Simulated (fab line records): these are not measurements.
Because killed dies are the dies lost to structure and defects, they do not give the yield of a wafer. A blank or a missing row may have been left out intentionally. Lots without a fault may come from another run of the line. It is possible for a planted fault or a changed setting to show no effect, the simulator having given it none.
Comparing a struck lot with a sound one	flow n5Finfet	19 steps out of a route of 1938
Sound: the wafers L482.3, L482.4, L482.5. Wafers L485.1, L485.3, L485.6 were the ones struck. The cause is named last.
Order at every step that has rows: each side's tool, ch and its chambers, its first start. Under that, the readings that differ: sound wafers	struck wafers	difference of the means	sigmas: that difference in standard deviations of wafers without a fault.
alike: readings whose means differ by less than 2 such deviations, and words and numbers that are the same on both sides. not compared: withheld readings, readings that some wafer has no value for, bounds like >300 that may hide the same value, and numbers for which the record gives no deviation and whose values overlap.
Wherever a step has rows on one side only, a row that says differs or no value, or a row with sigmas, the two part there. Numbers that don't overlap but have no deviation are shown without sigmas and don't part them. Lack of a reading on every wafer of one side parts them only where that side has two or more wafers.

first, 8 steps without rows for these wafers: N5_BEOL_M8_CMP_52 (polishes, stops on SiCOH lowk, t overpolish 6.9 s, target thk 80 nm); N5_BEOL_M8_PRE_CLEAN_55 (time 15 s); N5_BEOL_M8_DEP_56 (deposits SiCN from 3MS/NH3, target thk 10 nm, time 17.5 s); N5_BEOL_M9_ILD_DEP_00 (deposits SiCOH lowk from DEMS/porogen, target thk 308.51 nm, time 58 s); N5_BEOL_M9_CURE_71 (cures SiCOH lowk, time 240 s); N5_BEOL_M9_PECVD_70 (deposits SiO2 from TEOS/O2, target thk 20 nm, time 22.7 s); N5_BEOL_M9_HM_DEP_02 (deposits TiN, target thk 20 nm); N5_BEOL_M9_COAT_59 (time 60 s, resist thk 100 nm).
N5_BEOL_M9_COAT_60: time 60 s, resist thk 30 nm.
  sound on lithoTrack-04 ch 0, day 13 02:41; struck on lithoTrack-02 ch 0, day 13 06:43
reading	sound	struck	difference	sigmas
spinSpeedRpm (rpm)	1499.1 1498.3 1499.9	1459.7 1460.1 1459.6	-39.3	-39
model.SiARC_of_BEOL_M9_COAT_60.thkNm (nm)	30.2 30 30.2	30.4 30.4 30.4	+0.3	
  alike: dispensePressureKPa
then, 7 steps without rows for these wafers: N5_BEOL_M9_COAT_05 (resist thk 90 nm); N5_BEOL_M9_EBR_07; N5_BEOL_M9_SOFTBAKE_06 (time 60 s); N5_BEOL_M9_EXPOSE_08 (exposes mask M9); N5_BEOL_M9_PEB_09 (peb time 60 s); N5_BEOL_M9_DEVELOP_10 (develop time 30 s); N5_BEOL_M9_DESCUM_16 (chemistry O2, time 7.9 s).
N5_BEOL_M9_ETCH_61: etches SiARC in CF4, target depth 39 nm, time 65 s.
  sound on rieDiel-03 ch 0,3, day 13 03:23; struck on rieDiel-04 ch 0,2,3, day 13 07:17
reading	sound	struck	difference	sigmas
model.etch.depthNm (nm)	30.16 30.1 30.15	30.47 30.39 30.37	+0.27	
  alike: biasW, drypumpMotorCurrentA, etchRfOnTimeS, oesProductAu, rfVppV, showerheadPlenumPTorr, throttleValvePct
  not compared: rfHoursCounterH, model.CAR-ArF_of_BEOL_M9_COAT_05.thkNm
N5_BEOL_M9_ETCH_62: etches SOC in N2/H2, target depth 110 nm, overetch 22 nm, time 165 s.
  sound on rieDiel-03 ch 0,3, day 13 03:26; struck on rieDiel-04 ch 0,2,3, day 13 07:20
  alike: biasW, drypumpMotorCurrentA, oesProductAu, rfVppV, showerheadPlenumPTorr, tempC, throttleValvePct
  not compared: rfHoursCounterH, model.SiARC_of_BEOL_M9_COAT_60.thkNm
then, 1 step without rows for these wafers: N5_BEOL_M9_STRIP_68 (strips in N2/H2).

== WHERE THEY PART ==
At N5_BEOL_M9_COAT_60 and nowhere else, as far as this record goes. Later steps at which nothing parts them and some readings are alike: N5_BEOL_M9_ETCH_61, N5_BEOL_M9_ETCH_62.

WHY: what the simulator had put in
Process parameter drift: lithoTrack-02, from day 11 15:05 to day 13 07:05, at N5_BEOL_M9_COAT_60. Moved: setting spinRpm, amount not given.
